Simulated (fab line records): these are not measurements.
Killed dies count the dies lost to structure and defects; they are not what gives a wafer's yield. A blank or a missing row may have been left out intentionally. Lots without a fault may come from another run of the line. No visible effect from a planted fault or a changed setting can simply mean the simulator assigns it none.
Which tool did it? ; flow nandHarc ; route of 1159 steps, sampled at 1 step: 12 lots, 36 wafers

== WHAT EACH GAUGE READ, for each wafer ==
NHARC_A_WL_FILL_INSPECT_15.
lot;measured;on;rawDefectCount
L075;day 16 09:35;defectInspect-02;379 379 411
L077;day 16 17:11;defectInspect-02;274 486 422
L079;day 17 13:22;defectInspect-01;655 518 407
L081;day 18 03:38;defectInspect-01;295 305 211
L083;day 18 10:43;defectInspect-01;447 374 392
L086;day 19 03:32;defectInspect-01;261 262 260
L089;day 19 11:08;defectInspect-01;374 408 325
L088;day 19 19:57;defectInspect-02;411 501 317
L091;day 20 12:22;defectInspect-02;297 414 375
L094;day 20 16:43;defectInspect-01;426 488 621
L097;day 21 20:56;defectInspect-02;369 293 251
L096;day 22 01:13;defectInspect-01;300 326 651

== EACH LOT AND THE TOOL THAT RAN IT (in order: tool; ch and the chambers of the sampled wafers; start) ==
The record shows no process step preceding these readings.

== THE ANSWER, worked out from the rows above alone ==
Rule: what is usual is taken from the lots themselves. Put in order of their means at a reading, lots are off if they are a third of the lots or fewer, leave a main group of 4 or more, and stand apart from it by a gap of 3 or more times the standard deviation of the main group's means; of several such gaps the widest counts. A main group whose means are all the same, to the digits that the tables above print for the reading, isn't used. Also off: a lot with no number at a reading for which 4 or more lots have one. Any other lot the step has rows for is counted as sound.
Nothing can be told from this: no lot is off at any reading shown.

== WHAT THE SIMULATOR HAD PUT IN ==
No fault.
